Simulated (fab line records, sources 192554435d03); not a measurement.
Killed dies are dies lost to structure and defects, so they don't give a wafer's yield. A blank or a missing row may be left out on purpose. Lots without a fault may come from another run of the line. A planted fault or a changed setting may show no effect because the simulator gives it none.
fab line records | flow n5_finfet
record lots=9 wafers=26 last_day=19
route steps=1938 shown BEOL_M4@1111 MIM_BOT_LITHO@1864 MIM_BOT_ETCH@1867 TV_OPEN@1890 PASSIVATION@1910
lots that met no fault: from a run of the same line without faults
start_h: hours from the record's first day to the start of the lot's first wafer shown | wait_h: hours since the lot's step before | " the same as in the row above | L1.1+2: a row that stands for several wafers | - no value, or no start given | * or withheld: withheld | < > ~ a bound
route shown NAME@n: a module of which the file shows steps, and the number in the route of the first | usual: mean/standard deviation of fault-free wafers | same: alike in all rows | chamber/n: place in a boat | sites: the reading at each site | _std_site: their standard deviation | _edge_site: outer sites' mean less inner sites' | radius_mm: how far each site lies from the wafer's centre | mask NAME#n: copy n | behind: the tool/chamber that last shaped the wafer | hold: why the lot was held/for how many hours/how that ended | device: the transistor (n, p or np) that didn't switch | end of line: the same wafers' tests at the end of the route | a step without rows: its recipe alone | killed: dies lost to structure and defects at the first sort, not the wafer's yield | map: a wafer's dies, x killed, . not, _ none there
set.NAME: the setting as run; set.NAME@STEP: as run at that earlier step | model.NAME: the simulator's own value behind a step, which no gauge read
steps of the route over a sample of lots; a table a step, a row a wafer
services: from which hour (start_h, from the record's first day; less than 0 if before it) a tool's chamber was out of use, for how many hours, and why
## steps
# step N5_BEOL_M4_RC_MEAS_101
# usual DIBL_N=36.1/1.6 DIBL_P=35.7/1.8 IOFF_N=0.159/0.027 IOFF_P=0.21/0.03 ION_N=673/10 ION_P=462/7.4 SS_N=71.4/0.56 SS_P=73.2/0.61 VT_N=249.7/3 VT_P=-250/3.1
# columns lot.wafer tool chamber start_h wait_h DIBL_N[mV/V] DIBL_P[mV/V] IOFF_N[nA/um] IOFF_P[nA/um] ION_N[uA/um] ION_P[uA/um] SS_N[mV/dec] SS_P[mV/dec] VT_N[mV] VT_P[mV]
L615.1 prober-02 0 185.16 0.0 37.9 37.4 0.156 0.19 664 448 71.6 73.6 252.5 -253
L615.2 " 0 " " 36.6 35.8 0.136 0.18 662 451 71.7 73.1 253.1 -254
L615.4 " 0 " " 39.2 38.7 0.189 0.24 678 458 72.0 73.8 248.9 -251
L616.1 prober-02 0 191.87 0.0 36.4 34.9 0.162 0.20 671 463 71.4 72.7 250.1 -250
L616.4 " 0 " " 37.0 35.9 0.170 0.22 678 467 71.6 73.7 246.8 -248
L616.6 " 0 " " 36.4 35.9 0.167 0.23 676 469 71.2 73.8 247.0 -247
L618.3 prober-01 0 199.57 0.6 38.1 35.7 0.166 0.20 666 453 71.7 73.3 248.8 -252
L618.6 " 0 " " 37.8 36.1 0.174 0.21 684 466 72.0 73.2 247.9 -250
L626.1 prober-01 0 255.28 0.0 39.8 39.4 0.213 0.26 686 463 72.4 75.0 248.3 -249
L626.4 " 0 " " 38.1 36.4 0.185 0.20 687 461 71.5 73.2 247.3 -253
L626.6 " 0 " " 38.0 36.1 0.174 0.19 683 456 71.9 73.5 248.9 -253
L629.2 prober-01 0 281.48 0.2 35.4 35.2 0.131 0.18 675 462 70.7 72.7 249.4 -251
L629.4 " 0 " " 38.7 38.5 0.195 0.23 679 463 71.5 74.0 246.7 -249
L629.5 " 0 " " 39.3 38.7 0.200 0.23 686 466 71.9 74.1 248.2 -246
L631.4 prober-01 0 305.14 0.5 34.9 34.5 0.122 0.17 666 455 71.1 73.3 253.6 -252
L631.5 " 0 " " 35.7 36.9 0.148 0.21 683 467 70.8 73.6 250.6 -250
L631.6 " 0 " " 36.4 37.7 0.163 0.21 683 465 71.6 73.8 250.1 -251
L632.1 prober-01 0 309.25 0.0 37.1 36.8 0.195 0.23 678 461 71.9 72.9 247.2 -250
L632.3 " 0 " " 35.3 34.9 0.147 0.19 672 457 71.5 72.3 251.9 -253
L632.6 " 0 " " 36.2 36.0 0.178 0.22 677 463 72.2 72.4 249.4 -250
L634.1 prober-02 0 328.91 0.0 34.9 33.0 0.124 0.19 667 465 70.6 72.9 250.1 -249
L634.3 " 0 " " 40.0 39.2 0.210 0.30 684 473 71.4 75.1 246.3 -246
L634.6 " 0 " " 37.2 35.1 0.147 0.23 675 478 70.6 73.6 249.8 -248
L633.1 prober-01 0 341.71 0.0 35.2 34.8 0.156 0.22 662 460 71.1 73.1 247.2 -244
L633.3 " 0 " " 34.7 33.7 0.139 0.20 670 468 70.9 72.1 251.6 -245
L633.4 " 0 " " 36.7 36.9 0.201 0.26 694 482 71.0 73.1 243.3 -242
# step N5_MIM_BOT_LITHO_INSPECT_12
# recipe mode=adi inspect_instrument=macro
# usual raw_defect_count=2.0/1.4
# columns lot.wafer tool chamber start_h wait_h raw_defect_count
L615.1 defect_inspect-01 - 283.67 0.0 1
L615.2 " - " " 0
L615.4 " - " " 1
L616.1 defect_inspect-02 - 288.68 0.0 4
L616.4 " - " " 1
L616.6 " - " " 4
L618.3 defect_inspect-02 - 308.40 0.0 2
L618.6 " - " " 3
L626.1 defect_inspect-02 - 347.43 0.0 3
L626.4 " - " " 1
L626.6 " - " " 2
L629.2 defect_inspect-01 - 371.09 0.0 5
L629.4 " - " " 1
L629.5 " - " " 3
L631.4 defect_inspect-02 - 397.66 0.0 4
L631.5 " - " " 0
L631.6 " - " " 4
L632.1 defect_inspect-01 - 407.41 0.0 5
L632.3 " - " " 3
L632.6 " - " " 0
L634.1 defect_inspect-02 - 417.98 0.0 1
L634.3 " - " " 5
L634.6 " - " " 1
L633.1 defect_inspect-01 - 437.40 0.0 3
L633.3 " - " " 0
L633.4 " - " " 3
# step N5_MIM_BOT_ETCH_ETCH_03
# recipe chemistry=Cl2/BCl3 target_depth_a=120 pressure_mtorr=8 icp_w=800 bias_w=100 Cl2_flow_sccm=20 bcl3_flow_sccm=80
# usual drypump_motor_current_A=5.6/0.37 oes_product_au=0.83/0.1 throttle_valve_pct=27.80/0.15
# columns lot.wafer tool chamber start_h wait_h drypump_motor_current_A oes_product_au rf_hours_counter_h throttle_valve_pct
L615.1 rie_metal-02 0 283.87 0.1 5.4 0.63 107 27.56
L615.2 " 1 " " 5.7 0.89 9 27.88
L615.4 " 0 " " 5.4 0.63 - 27.55
L616.1 rie_metal-02 1 288.87 0.1 5.7 0.88 9 27.90
L616.4 " 0 " " 5.4 0.64 - 27.55
L616.6 " 1 " " 5.7 0.89 - 27.90
L618.3 rie_metal-01 1 308.62 0.1 5.1 0.85 - 27.95
L618.6 " 1 " " 5.1 0.85 - 27.94
L626.1 rie_metal-01 1 347.62 0.1 5.1 0.84 27 27.95
L626.4 " 1 " " 5.1 0.84 - 27.96
L626.6 " 1 " " 5.1 0.84 - 27.95
L629.2 rie_metal-03 1 371.27 0.1 5.3 0.90 9 27.57
L629.4 " 1 " " 5.3 0.91 - 27.57
L629.5 " 1 " " 5.3 0.91 - 27.56
L631.4 rie_metal-03 0 398.10 0.1 6.1 0.92 - 27.72
L631.5 " 0 " " 6.1 0.93 - 27.73
L631.6 " 0 " " 6.1 0.93 - 27.74
L632.1 rie_metal-03 1 407.62 0.1 5.3 0.89 10 27.58
L632.3 " 0 " " 6.1 0.91 - 27.75
L632.6 " 0 " " 6.1 0.92 - 27.75
L634.1 rie_metal-02 0 418.30 0.1 5.4 0.93 5 27.55
L634.3 " 0 " " 5.4 0.93 - 27.55
L634.6 " 1 " " 5.7 0.83 - 27.92
L633.1 rie_metal-01 1 437.59 0.1 5.1 0.81 35 27.97
L633.3 " 0 " " 6.1 0.84 - 27.90
L633.4 " 1 " " 5.1 0.81 - 27.98
# step N5_PASSIVATION_ETCH_15
# recipe chemistry=CF4/N2 target=SiCN target_depth_a=750 taper_deg=2 time_s=81.2 ion_energy_ev=150 mask_material=SiNx pressure_mtorr=40 source_w=430 bias_w=70 Ar_flow_sccm=100 cf4_flow_sccm=60 n2_flow_sccm=60
# usual drypump_motor_current_A=5.5/0.41 oes_product_au=0.77/0.07 rf_vpp_V=382.4/1.8 showerhead_plenum_p_Torr=2.21/0.075 throttle_valve_pct=15.61/0.098
# columns lot.wafer tool chamber start_h wait_h drypump_motor_current_A oes_product_au rf_hours_counter_h rf_vpp_V showerhead_plenum_p_Torr throttle_valve_pct
L615.1 rie_diel-02 0 286.44 - 5.6 0.76 135 383.1 2.23 15.65
L615.2 " 3 " " 5.7 0.88 42 384.5 2.35 15.38
L615.4 " 1 " " 6.1 0.85 74 382.6 2.23 15.72
L616.1 rie_diel-05 1 292.85 - 6.2 0.77 118 384.5 2.22 15.56
L616.4 " 3 " " 5.3 0.71 205 381.1 2.12 15.60
L616.6 " 0 " " 5.0 0.89 - 383.3 2.26 15.58
L618.3 rie_diel-05 2 310.97 - 5.6 0.53 195 380.3 2.09 15.68
L618.6 " 2 " " 5.6 0.73 - 379.9 2.09 15.70
L626.1 rie_diel-02 2 349.56 - 5.7 0.71 205 384.1 2.28 15.58
L626.4 " 3 " " 5.7 0.86 59 386.2 2.34 15.41
L626.6 " 3 " " 5.7 0.86 - 385.1 2.34 15.41
L629.2 rie_diel-02 3 373.94 - 5.7 0.85 66 386.0 2.34 15.42
L629.4 " 0 " " 5.6 0.73 159 381.5 2.22 15.69
L629.5 " 2 " " 5.7 0.71 - 383.3 2.27 15.59
L631.4 rie_diel-02 0 400.45 - 5.6 0.74 165 382.4 2.22 15.71
L631.5 " 0 " " 5.6 0.73 - 382.1 2.22 15.72
L631.6 " 1 " " 6.0 0.81 - 383.2 2.22 15.79
L632.1 rie_diel-05 3 409.62 - 5.4 0.69 240 378.9 2.10 15.65
L632.3 " 1 " " 6.2 0.74 153 383.7 2.20 15.64
L632.6 " 1 " " 6.2 0.74 - 382.0 2.20 15.63
L634.1 rie_diel-02 2 420.41 - 5.7 0.71 225 383.8 2.27 15.62
L634.3 " 3 " " 5.7 0.84 78 384.1 2.34 15.47
L634.6 " 1 " " 6.1 0.80 - 383.4 2.22 15.79
L633.1 rie_diel-05 0 443.86 - 5.0 0.84 66 382.9 2.24 15.67
L633.3 " 2 " " 5.8 0.69 237 379.5 2.07 15.77
L633.4 " 0 " " 5.0 0.83 - 384.0 2.24 15.67
# step N5_PASSIVATION_ETCH_59
# recipe chemistry=Cl2/BCl3 target=TaN target_depth_a=650 time_s=34.9 ion_energy_ev=100 pressure_mtorr=10 icp_w=900 bias_w=100 Cl2_flow_sccm=60 bcl3_flow_sccm=30
# usual drypump_motor_current_A=5.6/0.39 oes_product_au=0.83/0.11 throttle_valve_pct=21.30/0.16
# columns lot.wafer tool chamber start_h wait_h drypump_motor_current_A oes_product_au rf_hours_counter_h throttle_valve_pct
L615.1 rie_metal-03 0 288.75 0.3 6.1 0.63 121 21.49
L615.2 " 1 " " 5.3 0.96 1 20.97
L615.4 " 0 " " 6.1 0.63 - 21.47
L616.1 rie_metal-02 0 294.65 0.3 5.4 0.64 108 21.17
L616.4 " 1 " " 5.7 0.89 - 21.33
L616.6 " 0 " " 5.4 0.64 - 21.19
L618.6 rie_metal-02 1 312.64 0.1 5.7 0.87 - 21.34
L626.1 rie_metal-02 1 352.14 0.7 5.7 0.84 17 21.37
L626.4 " 1 " " 5.7 0.84 - 21.36
L626.6 " 1 " " 5.7 0.85 - 21.36
L629.2 rie_metal-01 0 376.18 0.3 6.1 0.85 25 21.43
L629.4 " 1 " " 5.1 0.84 - 21.40
L629.5 " 0 " " 6.1 0.85 - 21.43
L631.4 rie_metal-01 1 402.66 0.2 5.1 0.82 - 21.41
L631.5 " 1 " " 5.1 0.83 - 21.39
L631.6 " 0 " " 6.1 0.84 - 21.46
L632.1 rie_metal-03 0 411.75 0.3 6.1 0.91 7 21.28
L632.3 " 0 " " 6.1 0.92 - 21.26
L632.6 " 0 " " 6.1 0.91 - 21.28
L634.1 rie_metal-03 0 422.02 0.3 6.1 0.90 8 21.29
L634.3 " 1 " " 5.3 0.88 - 21.00
L634.6 " 0 " " 6.1 0.90 - 21.28
L633.1 rie_metal-01 1 445.67 0.3 5.1 0.81 36 21.38
L633.3 " 0 " " 6.1 0.84 - 21.44
L633.4 " 1 " " 5.1 0.81 - 21.39
# step N5_PASSIVATION_PROBE_49
# usual defect_limited_yield=91.0/1.3 killed_at_M0_to_M3=33/10 killed_at_M4_up=14/5.6 killed_at_contacts=12/5.8 killed_at_front_end=43/11 killed_at_other=4.1/2.8 killed_dies=106/15 killed_on_rim=14/3.9 killed_open=70/12 killed_short=34/7.5 sort_bin_5_function=5.3/0.88 sort_bin_6_memory=3.3/0.64 sort_bin_8_speed=0.00/0.016 sort_n_pass=1074/15 sort_yield_pct=91.0/1.3
# same gross_dies=1180 killed_at_back_side=0 sort_bin_4_leakage[%]=0
# columns lot.wafer tool chamber start_h wait_h defect_limited_yield[%] killed_at_M0_to_M3 killed_at_M4_up killed_at_contacts killed_at_front_end killed_at_other killed_dies killed_on_rim killed_open killed_short sort_bin_5_function[%] sort_bin_6_memory[%] sort_bin_8_speed[%] sort_n_pass sort_yield_pct[%]
L618.3 prober-01 - 317.59 0.1 0 30 13 13 60 1064 1180 152 89 25 96.0 3.7 0 0 0
L618.6 prober-01 - 317.74 0.3 90.8 27 12 24 40 5 108 11 77 28 6.0 2.9 0 1072 90.8
L631.4 prober-02 - 407.32 0.2 90.4 51 9 6 43 4 113 17 63 49 5.3 4.0 0 1067 90.4
L631.5 prober-02 - 407.37 0.2 89.9 42 24 7 42 4 119 15 82 37 6.7 3.1 0 1061 89.9
L631.6 prober-02 - 407.42 0.3 91.4 32 14 9 45 2 102 11 68 33 5.7 2.8 0 1078 91.4
# killed by level:class
L618.3 TV_OPEN:area_etch=1063 STI_FIN_REVEAL:geometric_particle:open=18 FIN_SAQP:geometric_particle:open=13 MOL_CONTACT_COAG:geometric_particle:open=10 BEOL_M2:geometric_particle:open=10 DUMMY_GATE:geometric_particle:open=7 BEOL_M0_SAQP:geometric_particle:short=7 STARTING-WAFER:geometric_particle:open=7
L618.6 MOL_CONTACT_COAG:geometric_particle:open=21 FIN_SAQP:geometric_particle:open=14 FIN_SAQP:geometric_particle:short=13 BEOL_M1:geometric_particle:open=13 BEOL_M4:geometric_particle:open=6 BEOL_M2:geometric_particle:open=5 DUMMY_GATE:geometric_particle:open=3 MOL_CONTACT_COAG:geometric_particle:short=3
L631.4 BEOL_M0_SAQP:geometric_particle:short=20 FIN_SAQP:geometric_particle:short=14 STI_FIN_REVEAL:geometric_particle:open=10 BEOL_M1:geometric_particle:open=9 FIN_SAQP:geometric_particle:open=8 BEOL_M0_SAQP:geometric_particle:open=7 BEOL_M2:geometric_particle:open=6 BEOL_M3:geometric_particle:open=6
L631.5 BEOL_M4:geometric_particle:open=16 BEOL_M0_SAQP:geometric_particle:short=10 BEOL_M2:geometric_particle:open=9 FIN_SAQP:geometric_particle:open=8 BEOL_M1:geometric_particle:open=8 MOL_CONTACT_COAG:geometric_particle:open=7 FIN_SAQP:geometric_particle:short=6 DUMMY_GATE:geometric_particle:open=6
L631.6 STI_FIN_REVEAL:geometric_particle:open=17 MOL_CONTACT_COAG:geometric_particle:open=9 BEOL_M0_SAQP:geometric_particle:short=9 BEOL_M3:geometric_particle:open=8 FIN_SAQP:geometric_particle:short=7 FIN_SAQP:geometric_particle:open=7 BEOL_M0_SAQP:geometric_particle:open=6 BEOL_M4:geometric_particle:open=6
## services
# columns tool chamber start_h hours kind
rie_diel-05 3 263.47 13.5 repair
rie_metal-03 1 264.77 - clean
rie_metal-03 1 264.77 18.7 scheduled_down
rie_metal-03 1 264.77 18.7 vent_cycle
rie_metal-03 - 270.28 0.5 repair
rie_metal-03 0 288.88 - clean
rie_metal-03 0 288.88 26.8 scheduled_down
rie_metal-03 0 288.88 26.8 vent_cycle
rie_diel-02 3 294.20 9.6 repair
rie_metal-01 - 314.71 0.2 repair
rie_metal-02 0 339.97 3.3 repair
rie_metal-02 0 343.38 - clean
rie_metal-02 0 343.38 20.1 scheduled_down
rie_metal-02 0 343.38 20.1 vent_cycle
rie_diel-02 0 375.55 2.3 repair
rie_metal-03 1 392.19 7.0 repair
rie_diel-05 2 392.86 3.8 repair
rie_metal-03 - 395.65 0.4 repair
rie_diel-05 0 415.19 13.2 repair
rie_diel-05 3 435.89 - clean
rie_diel-05 3 435.89 - consumable_replace:focus_ring
rie_diel-05 3 435.89 - consumable_replace:showerhead
## key
first_sign step=N5_PASSIVATION_ETCH_15 reading=oes_product_au direction=down sigmas=3.3 usual=0.77 struck=0.53
effect step=N5_PASSIVATION_PROBE_49 reading=killed_at_other direction=up sigmas=99+ usual=4.1 struck=1064
more_kills_born_at N5_PASSIVATION_ETCH_15@rie_diel-05=1063
met_at N5_PASSIVATION_ETCH_15
struck_lots L618
struck_wafers L618.3
later_rows_left_out L618.3
not_acting_at N5_MIM_BOT_LITHO_INSPECT_12,N5_MIM_BOT_ETCH_ETCH_03,N5_PASSIVATION_ETCH_59
onset_between 292.85 310.97
fault kind=process_parameter_drift tool=rie_diel-05 chamber=- onset_h=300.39 steps=N5_PASSIVATION_ETCH_15 channel=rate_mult offset=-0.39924 shape=step end_h=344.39 scope=struck_wafers_only
# later_rows_left_out: the simulator's readings of these wafers behind a module that went badly wrong aren't trusted and aren't shown, but for the sort
